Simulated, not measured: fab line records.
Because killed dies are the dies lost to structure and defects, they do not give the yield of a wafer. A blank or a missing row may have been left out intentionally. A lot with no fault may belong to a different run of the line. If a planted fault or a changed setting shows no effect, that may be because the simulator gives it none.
fab line records	flow nand_harc
[record] lots = 5	wafers = 15	last_day = 32
route steps=1302 shown P_M2@330
lots that met no fault: taken from a fault-free run of the same line
start_h: hours from the record's first day to the start of the lot's first wafer shown	wait_h: time in hours since the lot's previous step	" same as the row above	L1.1+2: a row that stands for several wafers	- no value present, or no start provided	* or withheld: withheld	< > ~ a bound
route shown NAME@n: a module of which the file shows steps, and the number in the route of the first	usual: the fault-free wafers' mean and standard deviation	same: alike in all rows	chamber/n: place in a boat	sites: each site's reading	_std_site: standard deviation across them	_edge_site: mean of outer sites minus mean of inner sites	radius_mm: for every site, how far away it sits from the centre of the wafer	mask NAME#n: copy n	behind: the tool/chamber that last shaped the wafer	hold: cause of the lot's hold/its duration in hours/its outcome	device: the transistor (n, p or np) that didn't switch	end of line: the route-end tests of the same wafers	a step with no rows: only its recipe	killed: not the wafer's yield, but the dies lost to structure and defects at the first sort	map: a wafer's dies, x killed, . not, _ none there
set.NAME: the run value of the setting; set.NAME@STEP: its run value at that earlier step	model.NAME: the simulator's own value behind a step, which no gauge read
lots at selected steps of the route; one table per step, one row per wafer
services: when a tool's chamber went out of use (start_h, in hours from the record's first day, below 0 if earlier), for how many hours, and the reason
[[steps]]
[step NHARC_P_M2_INSPECT_11]
[usual] raw_defect_count = 4.9/2.8
lot.wafer	tool	chamber	start_h	wait_h	raw_defect_count
L839.2	defect_inspect-02	-	176.18	0.0	7
L839.3	"	-	"	"	5
L839.5	"	-	"	"	7
L843.1	defect_inspect-02	-	217.82	0.0	4
L843.5	"	-	"	"	8
L843.6	"	-	"	"	10
L845.2	defect_inspect-01	-	249.20	0.0	7
L845.4	"	-	"	"	5
L845.5	"	-	"	"	7
L853.2	defect_inspect-02	-	314.98	0.0	5
L853.3	"	-	"	"	2
L853.6	"	-	"	"	9
L854.1	defect_inspect-02	-	329.12	0.0	2
L854.2	"	-	"	"	2
L854.3	"	-	"	"	5
[step NHARC_P_M2_DESCUM_14]
[recipe] time_s = 3	o2_flow_sccm = 200	ar_flow_sccm = 0	bias_power_w = 0	chemistry = O2
[usual] drypump_motor_current_A = 5.7/0.56	oes_product_au = 1.005/0.012	rf_vpp_V = 57.9/0.93	showerhead_plenum_p_Torr = 1.93/0.073	throttle_valve_pct = 11.311/0.0095
lot.wafer	tool	chamber	start_h	wait_h	drypump_motor_current_A	oes_product_au	rf_hours_counter_h	rf_vpp_V	showerhead_plenum_p_Torr	throttle_valve_pct
L839.3	rie_diel-07	2	176.24	0.1	5.9	1.011	1.9	58.0	1.92	11.314
L839.2	"	0	"	"	5.0	0.986	1.6	57.1	1.91	11.316
L839.5	"	2	"	"	5.9	1.009	-	58.2	1.92	11.305
L843.1	rie_diel-13	3	217.90	0.1	4.8	0.992	3.7	58.7	2.01	11.309
L843.6	"	1	"	"	5.3	0.999	-	59.6	2.03	11.313
L843.5	"	2	"	"	5.5	0.999	-	58.4	1.92	11.321
L845.4	rie_diel-07	0	249.27	0.1	5.0	1.004	4.5	55.6	1.91	11.317
L845.2	"	2	"	"	5.9	1.016	3.8	57.4	1.92	11.305
L845.5	"	0	"	"	5.1	0.998	-	57.8	1.91	11.306
L853.2	rie_diel-13	0	315.06	0.1	5.8	1.018	7.9	57.8	1.84	11.314
L853.3	"	1	"	"	5.4	0.988	8.0	57.9	2.03	11.311
L853.6	"	2	"	"	5.5	1.002	-	57.3	1.92	11.308
L854.1	rie_diel-07	0	329.18	0.1	5.0	1.001	0.9	59.4	1.91	11.310
L854.2	"	1	"	"	6.7	1.013	1.0	57.5	2.00	11.297
L854.3	"	3	"	"	5.5	1.004	1.2	57.1	1.87	11.308
[step NHARC_P_M2_ETCH_35]
[recipe] target_depth_a = 400	overetch_a = 120	time_s = 43.94	ion_energy_ev = 200	n2_flow_sccm = 150	h2_flow_sccm = 150	ar_flow_sccm = 0	rf_w = 400	bias_w = 150	chemistry = N2/H2
[usual] drypump_motor_current_A = 5.7/0.54	oes_product_au = 1.005/0.0098	rf_vpp_V = 430.8/2.4	showerhead_plenum_p_Torr = 2.05/0.082	throttle_valve_pct = 14.172/0.0087
lot.wafer	tool	chamber	start_h	wait_h	drypump_motor_current_A	oes_product_au	rf_hours_counter_h	rf_vpp_V	showerhead_plenum_p_Torr	throttle_valve_pct
L839.2	rie_diel-07	3	176.32	0.1	5.5	1.006	1.9	429.4	1.99	14.168
L839.3	"	2	"	"	5.9	1.002	1.9	431.6	2.04	14.162
L839.5	"	0	"	"	5.1	0.997	-	430.4	2.03	14.173
L843.1	rie_diel-13	3	217.99	0.1	4.9	1.000	3.7	434.5	2.15	14.164
L843.5	"	0	"	"	5.9	1.018	-	427.8	1.96	14.170
L843.6	"	1	"	"	5.4	0.999	-	433.0	2.17	14.169
L845.4	rie_diel-07	2	249.36	0.1	5.9	1.019	3.8	429.8	2.04	14.168
L845.2	"	0	"	"	5.1	0.988	4.5	430.2	2.03	14.168
L845.5	"	1	"	"	6.7	1.018	-	432.5	2.14	14.178
L853.2	rie_diel-13	1	315.13	0.1	5.3	1.008	8.0	435.1	2.16	14.184
L853.3	"	2	"	"	5.5	1.007	7.2	429.5	2.05	14.168
L853.6	"	3	"	"	4.9	0.994	-	432.6	2.15	14.185
L854.3	rie_diel-07	3	329.28	0.1	5.5	1.014	1.2	429.2	1.99	14.173
L854.1	"	0	"	"	5.1	0.994	1.0	429.2	2.03	14.165
L854.2	"	1	"	"	6.7	1.011	1.0	431.3	2.14	14.165
[step NHARC_P_M2_ETCH_15]
[recipe] target_depth_a = 1825	time_s = 91.2	c4f8_flow_sccm = withheld	ar_flow_sccm = 400	rf_w = 600	bias_w = 300	chemistry = C4F8/Ar
[step NHARC_P_M2_CD_MEAS_16]
[usual] cd_nm = 170.0/0.88
lot.wafer	tool	chamber	start_h	wait_h	cd_nm
L839.2	cd_sem-03	-	176.58	-	170.4
L839.3	"	-	"	"	169.7
L839.5	"	-	"	"	170.1
L843.1	cd_sem-02	-	218.19	-	169.8
L843.5	"	-	"	"	171.0
L843.6	"	-	"	"	169.6
L845.2	cd_sem-01	-	249.57	-	169.3
L845.4	"	-	"	"	168.9
L845.5	"	-	"	"	171.0
L853.2	cd_sem-03	-	315.34	-	170.0
L853.3	"	-	"	"	169.5
L853.6	"	-	"	"	169.0
L854.1	cd_sem-01	-	329.53	-	168.8
L854.2	"	-	"	"	170.0
L854.3	"	-	"	"	170.4
[step NHARC_P_M2_STRIP_18]
[recipe] power_w = 1000	n2_flow_sccm = 150	h2_flow_sccm = 150	ar_flow_sccm = 0	bias_w = 0	chemistry = N2/H2
[usual] drypump_motor_current_A = 5.6/0.5	oes_product_au = 1.002/0.011	power_w = 1000.5/2.9	rf_vpp_V = 90.7/1	showerhead_plenum_p_Torr = 2.05/0.1	throttle_valve_pct = 14.171/0.0085
lot.wafer	tool	chamber	start_h	wait_h	drypump_motor_current_A	oes_product_au	power_w	rf_hours_counter_h	rf_vpp_V	showerhead_plenum_p_Torr	throttle_valve_pct
L839.3	rie_diel-13	3	176.65	0.1	4.8	0.999	999.8	0.6	91.2	2.15	14.174
L839.2	"	2	"	"	5.6	1.013	1003.3	0.6	90.3	2.05	14.162
L839.5	"	0	"	"	5.9	1.018	1002.9	-	91.2	1.96	14.183
L843.1	rie_diel-13	0	218.29	0.1	5.8	1.013	998.3	3.3	90.0	1.96	14.156
L843.6	"	3	"	"	4.9	0.995	999.1	-	91.6	2.15	14.174
L843.5	"	0	"	"	5.8	1.027	1005.7	-	90.7	1.96	14.175
L845.4	rie_diel-13	2	249.69	0.1	5.6	0.996	998.3	3.8	90.7	2.05	14.184
L845.2	"	3	"	"	4.8	1.000	1000.7	4.3	91.2	2.15	14.180
L845.5	"	1	"	"	5.3	0.979	1002.7	-	91.7	2.17	14.171
L853.3	rie_diel-09	0	315.46	0.1	6.4	1.006	1002.6	9.1	90.5	1.98	14.179
L853.2	"	1	"	"	5.7	0.994	1001.0	9.2	90.4	1.90	14.185
L853.6	"	0	"	"	6.5	1.014	1002.8	-	89.2	1.98	14.179
L854.2	rie_diel-09	1	329.63	0.1	5.7	1.007	999.4	0.0	90.8	1.90	14.174
L854.1	"	2	"	"	5.5	0.986	1003.8	0.0	89.2	1.91	14.179
L854.3	"	3	"	"	5.4	0.990	1002.1	0.0	93.0	2.19	14.175
[step NHARC_P_M2_ETCH_28]
[recipe] target_depth_a = 300	over_etch_frac = 0.3	time_s = 72.99	ion_energy_ev = 150	cf4_flow_sccm = 50	n2_flow_sccm = 100	ar_flow_sccm = 150	rf_w = 300	bias_w = 100	chemistry = CF4/N2
[step NHARC_P_M2_STRIP_19]
[recipe] time_s = 600	temp_c = 30	chemistry = post_etch_residue_remover
[step NHARC_P_M2_DEGAS_29]
[recipe] temp_c = 250	time_s = 60
[step NHARC_P_M2_PRE_CLEAN_30]
[recipe] time_s = 30	temp_c = 280	gas = H2/He
[usual] heater_power_w = 418/34
lot.wafer	tool	chamber	start_h	wait_h	heater_power_w
L839.3	pvd_sputter-02	-	-	-	453
L839.2	"	-	"	"	399
L839.5	"	-	"	"	459
L843.1	pvd_sputter-03	-	-	-	428
L843.6	"	-	"	"	430
L843.5	"	-	"	"	439
L845.2	pvd_sputter-03	-	-	-	385
L845.4	"	-	"	"	420
L845.5	"	-	"	"	453
L853.3	pvd_sputter-01	-	-	-	402
L853.2	"	-	"	"	391
L853.6	"	-	"	"	395
L854.1	pvd_sputter-01	-	-	-	470
L854.2	"	-	"	"	400
L854.3	"	-	"	"	380
[step NHARC_P_M2_PVD_20]
[recipe] target_thk_a = 50	bias_v = 168.6	power_w = 15000	chamber_pressure_pa = 0.12	time_s = 8.06	substrate_temp_c = 50	material = TaN
[step NHARC_P_M2_PVD_21]
[recipe] target_thk_a = 300	chamber_pressure_pa = 5	power_w = 5000	substrate_temp_c = 30	time_s = 20.49	material = Cu
[usual] throttle_valve_pct = 29.8/0.97
lot.wafer	tool	chamber	start_h	wait_h	throttle_valve_pct
L839.3	pvd_sputter-02	-	-	-	31.8
L839.2	"	-	"	"	30.1
L839.5	"	-	"	"	31.7
L843.1	pvd_sputter-03	-	-	-	28.6
L843.6	"	-	"	"	29.5
L843.5	"	-	"	"	30.3
L845.4	pvd_sputter-03	-	-	-	30.4
L845.2	"	-	"	"	28.9
L845.5	"	-	"	"	30.0
L853.3	pvd_sputter-01	-	-	-	28.0
L853.2	"	-	"	"	30.0
L853.6	"	-	"	"	29.9
L854.2	pvd_sputter-01	-	-	-	30.0
L854.3	"	-	"	"	30.2
L854.1	"	-	"	"	31.1
[step NHARC_P_M2_ECD_22]
[recipe] target_thk_a = 4000	bath_temp_c = 25	material = Cu
lot.wafer	tool	chamber	start_h	wait_h
L839.2+3+5	ecd_cu-02	1,1,0	177.66	-
L843.1+6+5	ecd_cu-01	1,1,0	219.26	-
L845.2+4+5	ecd_cu-01	1,1,0	252.35	-
L853.2+3+6	ecd_cu-01	0,1,1	316.48	-
L854.2+1+3	ecd_cu-02	1,0,0	330.60	-
[step NHARC_P_M2_ANNEAL_31]
[recipe] temp_c = 225	time_s = 90
[step NHARC_P_M2_CMP_23]
[recipe] t_overpolish_s = 20	target_thk_nm = 144.3
[usual] motor_current_A = 12.2/1.8	time_to_endpoint_s = 29/3
lot.wafer	tool	chamber	start_h	wait_h	motor_current_A	time_to_endpoint_s
L839.3	cmp-02	0	178.41	-	11.0	26
L839.2	"	2	"	"	13.8	31
L839.5	"	3	"	"	12.6	26
L843.1	cmp-01	0	220.01	-	11.8	30
L843.5	"	3	"	"	16.2	30
L843.6	"	0	"	"	12.3	27
L845.2	cmp-01	0	253.06	-	11.9	18
L845.4	"	1	"	"	11.8	29
L845.5	"	0	"	"	12.4	31
L853.2	cmp-01	0	317.15	-	12.6	32
L853.3	"	1	"	"	12.9	29
L853.6	"	1	"	"	11.6	31
L854.1	cmp-01	1	331.35	-	12.7	31
L854.3	"	2	"	"	10.1	30
L854.2	"	3	"	"	15.4	31
[[services]]
tool	chamber	start_h	hours	kind
rie_diel-13	3	155.95	2.7	repair
rie_diel-13	2	158.24	3.8	repair
ecd_cu-01	-	160.13	8.0	pm
rie_diel-13	-	165.41	9.0	pm
pvd_sputter-03	-	169.21	6.8	repair
pvd_sputter-03	-	176.05	10.0	pm
ecd_cu-02	-	181.49	1.7	repair
rie_diel-09	-	182.81	0.9	repair
cmp-01	-	196.47	4.0	pm
cmp-01	-	205.04	8.0	repair
ecd_cu-02	-	205.08	1.3	repair
rie_diel-07	2	207.35	4.1	repair
cmp-01	-	215.39	0.3	repair
rie_diel-07	-	223.36	2.2	repair
rie_diel-09	0	227.22	16.6	repair
pvd_sputter-01	-	227.23	10.0	pm
cmp-01	-	243.22	3.3	repair
ecd_cu-01	-	246.78	4.9	repair
rie_diel-07	1	265.40	6.0	repair
cmp-01	-	275.10	1.6	repair
rie_diel-07	-	294.23	9.0	pm
cmp-01	-	294.47	4.0	pm
pvd_sputter-03	-	313.90	0.7	repair
rie_diel-07	2	329.07	2.6	repair
[[key]]
[first_sign] step = NHARC_P_M2_CMP_23	reading = time_to_endpoint_s	direction = down	sigmas = 3.8	usual = *	struck = *
effect none on later readings
met_at NHARC_P_M2_ECD_22
struck_wafers L845.2
later_rows_left_out L845.2
sort_left_out L845.2
onset_between 219.26 252.35
[fault] kind = process_parameter_drift	tool = ecd_cu-01	chamber = -	onset_h = 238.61	steps = NHARC_P_M2_ECD_22	channel = target_thk_a	offset = *	shape = step	end_h = 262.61	scope = struck_wafers_only	acts_in = *	stated = *
// sort_left_out: the simulated sort isn't trusted on such a fault, so these wafers' sort isn't shown, and their yield isn't known
// later_rows_left_out: the simulator's readings of these wafers behind a module that went badly wrong aren't trusted and aren't shown, but for the sort
